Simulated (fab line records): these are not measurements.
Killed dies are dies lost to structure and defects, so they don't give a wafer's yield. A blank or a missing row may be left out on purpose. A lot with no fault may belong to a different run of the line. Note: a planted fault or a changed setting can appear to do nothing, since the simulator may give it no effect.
fab line records ; flow n5-finfet ; part 1 of 2: steps 1 to 24 of 31
record: lots: 5; wafers: 15; last-day: 17
route steps=1938 shown MOL_CONTACT_COAG@557
lots with no fault: from the same line, run without faults
start-h: hours from the record's first day to the start of the lot's first wafer shown ; wait-h: hours from the lot's prior step to this one ; " same as the row above ; L1.1+2: several wafers, shown together as one row ; - no value, or no start was given ; * or withheld: withheld ; < > ~ a bound
route shown NAME@n: names a module that has steps shown in the file, with the first one's number in the route ; usual: mean and standard deviation over wafers with no fault ; same: alike in all rows ; chamber/n: place in a boat ; sites: the reading at each site ; _std_site: standard deviation of those values ; _edge_site: inner sites' mean taken away from outer sites' mean ; radius-mm: how far each site lies from the wafer's centre ; mask NAME#n: copy n ; behind: the last tool/chamber to shape the wafer ; hold: why the lot was held/for how many hours/how that ended ; device: transistor that didn't switch, given as n, p or np ; end of line: tests of these same wafers at the route's end ; for a step that has no rows: nothing shown but its recipe ; killed: at the first sort, the dies lost to defects and structure; wafer yield is something else ; map: per-die view of a wafer (x killed, . not killed, _ where there is no die)
set.NAME: the setting that was run; set.NAME@STEP: the one run at that earlier step ; model.NAME: the simulator's own value behind a step, which no gauge read
lots seen at some steps along the route; tables by step, rows by wafer
services: a tool's chamber out of use, with start hour (start-h, from the record's first day; less than 0 if before it), hours out, and reason
== steps ==
step: N5_MOL_CONTACT_COAG_WET_ETCH_26
recipe: target: Co; target-depth-nm: 13
lot.wafer;tool;chamber;start-h;wait-h
L074.2+3+6;wet-bench-01;1,0,3;104.14;0.0
L084.1+4+5;wet-bench-04;6,4,5;155.95;0.0
L086.2+4+6;wet-bench-01;4,3,0;166.15;0.0
L088.2+5+6;wet-bench-01;0,7,4;178.67;0.0
L092.4+5+6;wet-bench-01;3,7,6;204.18;0.0
step: N5_MOL_CONTACT_COAG_WET_ETCH_116
recipe: chemistry: SC1-inhibited; target-depth-nm: 4.6; dry: ipa-marangoni; rinse-time-s: 30; rinse-temp-c: 23
lot.wafer;tool;chamber;start-h;wait-h
L074.2+3+6;wet-bench-01;1,0,3;104.44;0.0
L084.1+4+5;wet-bench-04;6,4,5;156.10;0.0
L086.2+4+6;wet-bench-01;4,3,0;166.30;0.0
L088.2+5+6;wet-bench-01;0,7,4;179.00;0.0
L092.4+5+6;wet-bench-01;3,7,6;204.33;0.0
step: N5_MOL_CONTACT_COAG_ALD_27
recipe: material: SiOC; target-thk-a: 170; temp-c: 400; ald-precursor-family: carbosiloxane; ald-co-reactant: H2-plasma; pulse-time-s: 1.5; time-s: 2720; purge-time-s: 2; co-reactant-purge-time-s: 2; ald-cycles: 340; pressure-torr: 2
usual: heater-power-w: 849/80; precursor-pulse-height-rel: 0.996/0.021
lot.wafer;tool;chamber;start-h;wait-h;heater-power-w;precursor-pulse-height-rel
L074.2;ald-sin-03;0;104.76;0.0;1077;1.034
L074.3;ald-sin-03;2;104.76;0.0;849;1.012
L074.6;ald-sin-03;3;104.76;0.0;747;1.024
L084.1;ald-sin-04;0;156.42;0.0;769;0.984
L084.4;ald-sin-04;2;156.42;0.0;829;1.015
L084.5;ald-sin-04;2;156.42;0.0;813;0.965
L086.2;ald-sin-03;0;167.46;0.9;1078;1.008
L086.4;ald-sin-03;1;167.46;0.9;789;0.977
L086.6;ald-sin-03;0;167.46;0.9;1072;0.998
L088.2;ald-sin-04;0;180.79;1.2;749;0.997
L088.5;ald-sin-04;3;180.79;1.2;939;0.969
L088.6;ald-sin-04;0;180.79;1.2;769;0.967
L092.4;ald-sin-04;1;204.65;0.0;848;1.035
L092.5;ald-sin-04;2;204.65;0.0;822;0.990
L092.6;ald-sin-04;3;204.65;0.0;919;0.966
step: N5_MOL_CONTACT_COAG_CMP_28
recipe: stop-on: SiNx; t-overpolish-s: 0.85; post-cmp-clean: alkaline-brush; down-force-psi: 4.15; platen-rpm: 51.8; pad-velocity-m-s: 1.0307; target-thk-nm: 14.522
usual: motor-current-A: 12.0/0.83; retaining-ring-pressure-frac: 1.000/0.0052; time-to-endpoint-s: 3.8/2.2
lot.wafer;tool;chamber;start-h;wait-h;motor-current-A;retaining-ring-pressure-frac;time-to-endpoint-s
L074.2;cmp-04;1;106.33;0.8;12.1;0.996;1.2
L074.3;cmp-04;2;106.33;0.8;12.4;0.995;3.7
L074.6;cmp-04;1;106.33;0.8;12.0;1.004;2.7
L084.4;cmp-02;0;157.99;0.8;10.9;0.995;4.2
L084.1;cmp-02;1;157.99;0.8;14.3;1.002;1.5
L084.5;cmp-02;0;157.99;0.8;11.3;0.994;3.4
L086.2;cmp-02;0;169.03;0.8;11.4;1.008;4.7
L086.4;cmp-02;2;169.03;0.8;10.2;1.003;1.6
L086.6;cmp-02;1;169.03;0.8;13.4;1.004;2.6
L088.2;cmp-02;2;182.47;0.9;10.1;1.003;4.6
L088.5;cmp-02;3;182.47;0.9;12.4;0.998;4.3
L088.6;cmp-02;0;182.47;0.9;11.2;1.012;6.8
L092.4;cmp-04;3;206.21;0.8;11.3;1.000;5.7
L092.5;cmp-04;3;206.21;0.8;11.2;0.997;3.3
L092.6;cmp-04;0;206.21;0.8;11.3;1.000;4.2
step: N5_MOL_CONTACT_COAG_THK_MEAS_29
recipe: reads: SiNx_of_GATE_CUT_PECVD_57+SiNx_of_GATE_CUT_SAC_CAP_01
usual: MD_CAP_THK: 17.94/0.085
lot.wafer;tool;chamber;start-h;wait-h;MD_CAP_THK[nm]
L074.2;film-metro-01;-;106.62;-;17.91
L074.3;film-metro-01;-;106.62;-;17.98
L074.6;film-metro-01;-;106.62;-;17.93
L084.1;film-metro-02;-;158.29;-;17.78
L084.4;film-metro-02;-;158.29;-;17.85
L084.5;film-metro-02;-;158.29;-;17.91
L086.2;film-metro-02;-;169.32;-;17.82
L086.4;film-metro-02;-;169.32;-;17.98
L086.6;film-metro-02;-;169.32;-;17.99
L088.2;film-metro-02;-;182.66;-;17.94
L088.5;film-metro-02;-;182.66;-;17.92
L088.6;film-metro-02;-;182.66;-;18.05
L092.4;film-metro-02;-;206.51;-;17.81
L092.5;film-metro-02;-;206.51;-;17.86
L092.6;film-metro-02;-;206.51;-;17.91
step: N5_MOL_CONTACT_COAG_ALD_123
recipe: material: SiNx; target-thk-a: 50; temp-c: 400; ald-precursor-family: SiH2I2; ald-co-reactant: N2/H2-plasma; pulse-time-s: 1; purge-time-s: 2; co-reactant-purge-time-s: 2; ald-cycles: 100; pressure-torr: 2
usual: heater-power-w: 850/78; precursor-pulse-height-rel: 0.999/0.019
lot.wafer;tool;chamber;start-h;wait-h;heater-power-w;precursor-pulse-height-rel
L074.2;ald-sin-01;2;106.92;0.3;829;0.991
L074.3;ald-sin-01;1;106.92;0.3;803;1.011
L074.6;ald-sin-01;0;106.92;0.3;836;1.000
L084.1;ald-sin-01;2;158.33;0.0;822;1.013
L084.4;ald-sin-01;3;158.33;0.0;859;0.984
L084.5;ald-sin-01;0;158.33;0.0;862;0.995
L086.2;ald-sin-01;0;169.36;0.0;858;0.964
L086.4;ald-sin-01;3;169.36;0.0;880;1.016
L086.6;ald-sin-01;0;169.36;0.0;850;1.015
L088.2;ald-sin-01;1;182.69;0.0;803;1.007
L088.5;ald-sin-01;3;182.69;0.0;882;1.011
L088.6;ald-sin-01;2;182.69;0.0;832;0.962
L092.4;ald-sin-04;0;206.56;0.0;755;1.019
L092.5;ald-sin-04;3;206.56;0.0;937;1.003
L092.6;ald-sin-04;2;206.56;0.0;844;1.036
step: N5_MOL_CONTACT_COAG_PECVD_31
recipe: material: SiO2; target-thk-a: 460; temp-c: 400; precursor: TEOS/O2; pressure-torr: 6.5; rf-w: withheld; teos-flow-sccm: withheld; gas: O2; flow-sccm: 2650; time-s: 8.9
lot.wafer;tool;chamber;start-h;wait-h
L074.2+3+6;pecvd-03;1,0,2;107.42;0.3
L084.1+4+5;pecvd-01;0,0,1;158.83;0.3
L086.2+4+6;pecvd-03;2,0,1;169.86;0.3
L088.2+5+6;pecvd-01;2,0,1;183.20;0.3
L092.4+5+6;pecvd-03;0,2,1;207.08;0.3
step: N5_MOL_CONTACT_COAG_COAT_75
recipe: resist: SOC; temp-c: 250; time-s: 60; spin-rpm: 1500; resist-thk-nm: 60
lot.wafer;tool;chamber;start-h;wait-h
L074.2+3+6;litho-track-02;0;107.48;0.0
L084.1+4+5;litho-track-01;0;158.89;0.0
L086.2+4+6;litho-track-01;0;169.92;0.0
L088.2+5+6;litho-track-02;0;183.25;0.0
L092.4+5+6;litho-track-01;0;207.12;0.0
step: N5_MOL_CONTACT_COAG_COAT_76
recipe: resist: SiARC; temp-c: 220; time-s: 60; spin-rpm: 1500; resist-thk-nm: 10
lot.wafer;tool;chamber;start-h;wait-h
L074.2+3+6;litho-track-02;0;-;-
L084.1+4+5;litho-track-01;0;-;-
L086.2+4+6;litho-track-01;0;-;-
L088.2+5+6;litho-track-02;0;-;-
L092.4+5+6;litho-track-01;0;-;-
step: N5_MOL_CONTACT_COAG_COAT_77
recipe: resist: underlayer; temp-c: 205; time-s: 60; spin-rpm: 1500; resist-thk-nm: 10
lot.wafer;tool;chamber;start-h;wait-h
L074.2+3+6;litho-track-02;0;-;-
L084.1+4+5;litho-track-01;0;-;-
L086.2+4+6;litho-track-01;0;-;-
L088.2+5+6;litho-track-02;0;-;-
L092.4+5+6;litho-track-01;0;-;-
step: N5_MOL_CONTACT_COAG_COAT_78
recipe: resist: CAR-EUV; spin-rpm: 1500; resist-thk-nm: 40
lot.wafer;tool;chamber;start-h;wait-h
L074.2+3+6;litho-track-02;0;-;-
L084.1+4+5;litho-track-01;0;-;-
L086.2+4+6;litho-track-01;0;-;-
L088.2+5+6;litho-track-02;0;-;-
L092.4+5+6;litho-track-01;0;-;-
step: N5_MOL_CONTACT_COAG_EBR_80
recipe: solvent: PGMEA; ebr-width-mm: 1.5
lot.wafer;tool;chamber;start-h;wait-h
L074.2+3+6;litho-track-02;0;-;-
L084.1+4+5;litho-track-01;0;-;-
L086.2+4+6;litho-track-01;0;-;-
L088.2+5+6;litho-track-02;0;-;-
L092.4+5+6;litho-track-01;0;-;-
step: N5_MOL_CONTACT_COAG_SOFTBAKE_79
recipe: temp-c: 110; time-s: 60; resist: CAR-EUV
lot.wafer;tool;chamber;start-h;wait-h
L074.2+3+6;litho-track-02;0;-;-
L084.1+4+5;litho-track-01;0;-;-
L086.2+4+6;litho-track-01;0;-;-
L088.2+5+6;litho-track-02;0;-;-
L092.4+5+6;litho-track-01;0;-;-
step: N5_MOL_CONTACT_COAG_EXPOSE_81
recipe: mask-id: VG; na: 0.33; source-shape: annular; sigma-inner: 0.3; sigma-outer: 0.7; polarization: unpolarized; defocus-nm: 0; dose-mj: 59.5
same: na: 0.33
lot.wafer;tool;chamber;start-h;wait-h;mask
L074.2+3+6;euv-scanner-02;0;107.75;-;VG#0
L084.1+4+5;euv-scanner-02;0;159.15;-;VG#0
L086.2+4+6;euv-scanner-01;0;170.06;-;VG#0
L088.2+5+6;euv-scanner-01;0;183.53;-;VG#0
L092.4+5+6;euv-scanner-01;0;207.42;-;VG#0
step: N5_MOL_CONTACT_COAG_PEB_82
recipe: peb-temp-c: 100; peb-time-s: 60; resist: CAR-EUV
lot.wafer;tool;chamber;start-h;wait-h
L074.2+3+6;litho-track-05;0;107.82;0.1
L084.1+4+5;litho-track-02;0;159.22;0.1
L086.2+4+6;litho-track-05;0;170.13;0.1
L088.2+5+6;litho-track-01;0;183.59;0.1
L092.4+5+6;litho-track-02;0;207.47;0.0
step: N5_MOL_CONTACT_COAG_DEVELOP_83
recipe: develop-time-s: 30; developer: TMAH; resist: CAR-EUV; rinse-liquid: surfactant-rinse; dry: air-spin; dev-temp-c: 23
lot.wafer;tool;chamber;start-h;wait-h
L074.2+3+6;litho-track-05;0;-;-
L084.1+4+5;litho-track-02;0;-;-
L086.2+4+6;litho-track-05;0;-;-
L088.2+5+6;litho-track-01;0;-;-
L092.4+5+6;litho-track-02;0;-;-
step: N5_MOL_CONTACT_COAG_CD_MEAS_84
recipe: target-cd-nm: 25.1; landing-energy-ev: 500; detector: se-inlens; polarity: opening
usual: cd-nm: 25.16/0.25
lot.wafer;tool;chamber;start-h;wait-h;cd-nm
L074.2;cd-sem-02;0;107.89;-;25.42
L074.3;cd-sem-02;0;107.89;-;25.11
L074.6;cd-sem-02;0;107.89;-;25.46
L084.1;cd-sem-03;0;159.29;-;24.96
L084.4;cd-sem-03;0;159.29;-;25.09
L084.5;cd-sem-03;0;159.29;-;25.45
L086.2;cd-sem-03;0;170.20;-;24.99
L086.4;cd-sem-03;0;170.20;-;25.30
L086.6;cd-sem-03;0;170.20;-;25.37
L088.2;cd-sem-02;0;183.66;-;24.98
L088.5;cd-sem-02;0;183.66;-;25.00
L088.6;cd-sem-02;0;183.66;-;24.65
L092.4;cd-sem-01;0;207.54;-;24.92
L092.5;cd-sem-01;0;207.54;-;25.21
L092.6;cd-sem-01;0;207.54;-;25.08
step: N5_MOL_CONTACT_COAG_OVL_MEAS_85
recipe: points-per-wafer: 522
usual: VG_OVL: -0.4/0.71
lot.wafer;tool;chamber;start-h;wait-h;VG_OVL[nm]
L074.2;overlay-01;0;107.92;0.0;-0.5
L074.3;overlay-01;0;107.92;0.0;-1.2
L074.6;overlay-01;0;107.92;0.0;-0.3
L084.1;overlay-02;0;159.32;0.0;0.9
L084.4;overlay-02;0;159.32;0.0;-0.7
L084.5;overlay-02;0;159.32;0.0;0.9
L086.2;overlay-02;0;170.24;0.0;-0.4
L086.4;overlay-02;0;170.24;0.0;0.5
L086.6;overlay-02;0;170.24;0.0;0.2
L088.2;overlay-01;0;183.70;0.0;-0.2
L088.5;overlay-01;0;183.70;0.0;-0.5
L088.6;overlay-01;0;183.70;0.0;-0.3
L092.4;overlay-01;0;207.58;0.0;-0.9
L092.5;overlay-01;0;207.58;0.0;-0.7
L092.6;overlay-01;0;207.58;0.0;-1.0
step: N5_MOL_CONTACT_COAG_INSPECT_57
recipe: mode: adi; inspect-instrument: brightfield
usual: raw-defect-count: 175/43
lot.wafer;tool;chamber;start-h;wait-h;raw-defect-count
L074.2;defect-inspect-01;-;107.97;0.0;191
L074.3;defect-inspect-01;-;107.97;0.0;167
L074.6;defect-inspect-01;-;107.97;0.0;244
L084.1;defect-inspect-02;-;159.38;0.1;165
L084.4;defect-inspect-02;-;159.38;0.1;123
L084.5;defect-inspect-02;-;159.38;0.1;151
L086.2;defect-inspect-02;-;170.29;0.0;185
L086.4;defect-inspect-02;-;170.29;0.0;133
L086.6;defect-inspect-02;-;170.29;0.0;198
L088.2;defect-inspect-02;-;183.75;0.0;194
L088.5;defect-inspect-02;-;183.75;0.0;155
L088.6;defect-inspect-02;-;183.75;0.0;108
L092.4;defect-inspect-02;-;207.63;0.0;202
L092.5;defect-inspect-02;-;207.63;0.0;170
L092.6;defect-inspect-02;-;207.63;0.0;182
step: N5_MOL_CONTACT_COAG_DESCUM_88
recipe: chemistry: O2; time-s: 7; source-power-w: 50; bias-power-w: 20; pressure-mtorr: 20; rf-frequency-hz: 2.712e+07; temp-c: 40; resist: CAR-EUV; o2-flow-sccm: 225
usual: drypump-motor-current-A: 5.8/0.62; oes-product-au: 0.80/0.088; rf-vpp-V: 242.6/1.1; showerhead-plenum-p-Torr: 2.06/0.054; throttle-valve-pct: 20.36/0.27
lot.wafer;tool;chamber;start-h;wait-h;drypump-motor-current-A;oes-product-au;rf-hours-counter-h;rf-vpp-V;showerhead-plenum-p-Torr;throttle-valve-pct
L074.2;rie-diel-05;2;108.10;0.1;6.6;0.73;178;243.2;2.10;20.60
L074.3;rie-diel-05;0;108.10;0.1;6.0;0.80;105;242.5;2.01;20.19
L074.6;rie-diel-05;0;108.10;0.1;6.0;0.80;-;241.7;2.01;20.19
L084.1;rie-diel-05;2;159.41;0.0;6.6;0.71;195;242.8;2.10;20.63
L084.4;rie-diel-05;1;159.41;0.0;6.4;0.90;43;241.6;2.05;20.28
L084.5;rie-diel-05;3;159.41;0.0;4.8;0.85;-;242.9;2.05;19.96
L086.2;rie-diel-02;0;170.32;0.0;5.0;0.88;44;244.1;2.06;20.38
L086.4;rie-diel-02;2;170.32;0.0;6.2;0.80;88;241.3;2.04;20.45
L086.6;rie-diel-02;3;170.32;0.0;6.0;0.70;-;242.9;2.06;20.57
L088.2;rie-diel-05;0;183.83;0.1;6.0;0.77;134;241.5;2.00;20.21
L088.5;rie-diel-05;2;183.83;0.1;6.6;0.71;-;243.0;2.09;20.65
L088.6;rie-diel-05;3;183.83;0.1;4.9;0.84;-;243.4;2.05;19.99
L092.4;rie-diel-05;1;207.92;0.3;6.3;0.90;47;241.4;2.05;20.29
L092.5;rie-diel-05;2;207.92;0.3;6.6;0.70;-;243.4;2.09;20.66
L092.6;rie-diel-05;3;207.92;0.3;4.9;0.83;-;242.2;2.05;19.99
step: N5_MOL_CONTACT_COAG_ETCH_89
recipe: chemistry: N2/H2; target: underlayer; target-depth-a: 130; mask-material: CAR-EUV; time-s: 10.4; ion-energy-ev: 200; pressure-mtorr: 30; source-w: 840; bias-w: 150; n2-flow-sccm: 200; h2-flow-sccm: 200; ends: cleared
usual: drypump-motor-current-A: 5.8/0.62; etch-rf-on-time-s: 10.4/0.31; h2-flow-sccm: 200.0/0.62; oes-product-au: 0.68/0.073; rf-vpp-V: 522.5/2; showerhead-plenum-p-Torr: 2.50/0.066; throttle-valve-pct: 17.8/0.35
lot.wafer;tool;chamber;start-h;wait-h;drypump-motor-current-A;etch-rf-on-time-s;h2-flow-sccm;oes-product-au;rf-hours-counter-h;rf-vpp-V;showerhead-plenum-p-Torr;throttle-valve-pct
L074.2;rie-diel-05;2;108.14;0.0;6.6;10.5;200.8;0.62;178;523.3;2.54;18.0
L074.3;rie-diel-05;0;108.14;0.0;6.0;10.5;200.2;0.68;105;521.9;2.47;17.7
L074.6;rie-diel-05;0;108.14;0.0;6.0;10.5;199.3;0.67;-;521.9;2.47;17.7
L084.1;rie-diel-05;2;159.45;0.0;6.6;10.4;200.7;0.60;195;523.6;2.53;18.1
L084.4;rie-diel-05;1;159.45;0.0;6.4;10.1;200.1;0.76;43;521.3;2.47;17.5
L084.5;rie-diel-05;3;159.45;0.0;4.9;11.0;199.3;0.71;-;522.5;2.47;17.2
L086.2;rie-diel-02;0;170.36;0.0;5.1;10.2;199.6;0.76;44;521.7;2.50;17.8
L086.4;rie-diel-02;2;170.36;0.0;6.2;10.2;200.0;0.68;88;520.0;2.47;17.9
L086.6;rie-diel-02;3;170.36;0.0;6.0;10.2;199.9;0.61;-;524.4;2.52;18.2
L088.2;rie-diel-05;0;183.87;0.0;6.0;10.3;201.1;0.65;134;521.7;2.46;17.8
L088.5;rie-diel-05;2;183.87;0.0;6.6;10.2;200.3;0.62;-;522.2;2.53;18.1
L088.6;rie-diel-05;3;183.87;0.0;4.9;10.8;199.8;0.70;-;523.1;2.47;17.3
L092.4;rie-diel-05;1;207.95;0.0;6.4;10.0;199.5;0.77;47;520.7;2.47;17.5
L092.5;rie-diel-05;2;207.95;0.0;6.6;10.5;200.7;0.59;-;521.9;2.52;18.1
L092.6;rie-diel-05;3;207.95;0.0;4.9;10.9;199.6;0.69;-;523.1;2.46;17.3
step: N5_MOL_CONTACT_COAG_ETCH_90
recipe: chemistry: CF4; target: SiARC; target-depth-a: 130; mask-material: CAR-EUV; time-s: 21.7; ion-energy-ev: 80; pressure-mtorr: 40; source-w: 545; bias-w: 36; Ar_flow_sccm: 100; cf4-flow-sccm: 100; ends: cleared
usual: drypump-motor-current-A: 5.8/0.62; etch-rf-on-time-s: 21.7/0.66; oes-product-au: 0.68/0.073; rf-vpp-V: 183.5/1.1; showerhead-plenum-p-Torr: 2.10/0.051; throttle-valve-pct: 15.52/0.28
lot.wafer;tool;chamber;start-h;wait-h;drypump-motor-current-A;etch-rf-on-time-s;oes-product-au;rf-hours-counter-h;rf-vpp-V;showerhead-plenum-p-Torr;throttle-valve-pct
L074.2;rie-diel-05;2;108.16;0.0;6.6;21.8;0.62;178;185.6;2.13;15.67
L074.3;rie-diel-05;0;108.16;0.0;6.0;21.6;0.69;105;183.3;2.06;15.39
L074.6;rie-diel-05;0;108.16;0.0;6.0;21.6;0.68;-;183.9;2.06;15.39
L084.1;rie-diel-05;2;159.47;0.0;6.6;21.4;0.62;195;183.5;2.13;15.72
L084.4;rie-diel-05;1;159.47;0.0;6.4;21.0;0.78;43;184.7;2.10;15.47
L084.5;rie-diel-05;3;159.47;0.0;4.9;23.1;0.71;-;183.0;2.10;15.06
L086.2;rie-diel-02;0;170.38;0.0;5.1;20.9;0.75;44;184.4;2.09;15.34
L086.4;rie-diel-02;2;170.38;0.0;6.2;21.1;0.68;88;184.0;2.09;15.65
L086.6;rie-diel-02;3;170.38;0.0;5.9;21.1;0.61;-;183.6;2.13;15.90
L088.2;rie-diel-05;0;183.89;0.0;6.0;21.7;0.66;134;181.7;2.05;15.47
L088.5;rie-diel-05;2;183.89;0.0;6.6;21.6;0.60;-;184.7;2.12;15.74
L088.6;rie-diel-05;3;183.89;0.0;4.9;22.7;0.70;-;181.3;2.09;15.08
L092.4;rie-diel-05;1;207.97;0.0;6.4;21.3;0.77;47;183.3;2.10;15.49
L092.5;rie-diel-05;2;207.97;0.0;6.6;22.1;0.60;-;184.7;2.12;15.76
L092.6;rie-diel-05;3;207.97;0.0;4.9;22.9;0.69;-;183.8;2.09;15.11
step: N5_MOL_CONTACT_COAG_ALD_131
recipe: material: SiO2; target-thk-a: 50; temp-c: 100; ald-precursor-family: BDEAS; ald-co-reactant: O2-plasma; pulse-time-s: 1; co-reactant-pulse-time-s: 1; purge-time-s: 2; co-reactant-purge-time-s: 2; ald-cycles: 35; pressure-torr: 2
usual: heater-power-w: 78/7.4; precursor-pulse-height-rel: 1.002/0.023
lot.wafer;tool;chamber;start-h;wait-h;heater-power-w;precursor-pulse-height-rel
L074.2;ald-sin-03;1;108.24;0.1;72;1.007
L074.3;ald-sin-03;0;108.24;0.1;102;1.038
L074.6;ald-sin-03;2;108.24;0.1;78;0.987
L084.1;ald-sin-01;2;159.55;0.1;78;1.021
L084.4;ald-sin-01;0;159.55;0.1;77;0.993
L084.5;ald-sin-01;3;159.55;0.1;80;1.029
L086.2;ald-sin-04;1;170.50;0.1;78;1.004
L086.4;ald-sin-04;3;170.50;0.1;87;1.024
L086.6;ald-sin-04;3;170.50;0.1;87;1.000
L088.2;ald-sin-04;0;183.97;0.1;69;1.027
L088.5;ald-sin-04;1;183.97;0.1;77;0.978
L088.6;ald-sin-04;2;183.97;0.1;80;0.966
L092.4;ald-sin-04;0;208.06;0.1;70;1.010
L092.5;ald-sin-04;3;208.06;0.1;86;0.993
L092.6;ald-sin-04;2;208.06;0.1;79;1.075
step: N5_MOL_CONTACT_COAG_ETCHBACK_132
recipe: chemistry: CHF3; target: SiO2; target-depth-a: 100; time-s: 6.7; ion-energy-ev: 200; pressure-mtorr: 30; source-w: 610; bias-w: 170; Ar_flow_sccm: 200; CHF3_flow_sccm: 50
usual: drypump-motor-current-A: 5.8/0.6; oes-product-au: 0.79/0.089; rf-vpp-V: 518/8.6; showerhead-plenum-p-Torr: 2.34/0.066; throttle-valve-pct: 18.70/0.28
lot.wafer;tool;chamber;start-h;wait-h;drypump-motor-current-A;oes-product-au;rf-hours-counter-h;rf-vpp-V;showerhead-plenum-p-Torr;throttle-valve-pct
L074.2;rie-diel-06;0;108.43;0.1;4.9;0.73;185;512;2.27;19.10
L074.3;rie-diel-06;1;108.43;0.1;5.9;0.69;235;514;2.26;18.69
L074.6;rie-diel-06;1;108.43;0.1;5.9;0.69;-;515;2.26;18.69
L084.1;rie-diel-06;2;159.73;0.1;6.3;0.92;18;507;2.34;18.61
L084.4;rie-diel-06;2;159.73;0.1;6.3;0.92;-;508;2.34;18.62
L084.5;rie-diel-06;3;159.73;0.1;6.5;0.73;-;516;2.47;18.87
L086.2;rie-diel-06;0;170.68;0.1;4.9;0.71;210;511;2.26;19.16
L086.4;rie-diel-06;0;170.68;0.1;4.9;0.72;-;512;2.26;19.14
L086.6;rie-diel-06;3;170.68;0.1;6.5;0.73;-;517;2.47;18.88
L088.2;rie-diel-06;0;184.15;0.1;4.9;0.71;216;513;2.26;19.16
L088.5;rie-diel-06;2;184.15;0.1;6.3;0.91;-;507;2.33;18.64
L088.6;rie-diel-06;1;184.15;0.1;5.9;0.99;-;522;2.54;18.35
L092.4;rie-diel-05;1;208.24;0.1;6.3;0.89;47;528;2.33;18.61
L092.5;rie-diel-05;2;208.24;0.1;6.6;0.70;-;535;2.35;18.78
L092.6;rie-diel-05;1;208.24;0.1;6.4;0.89;-;529;2.33;18.62
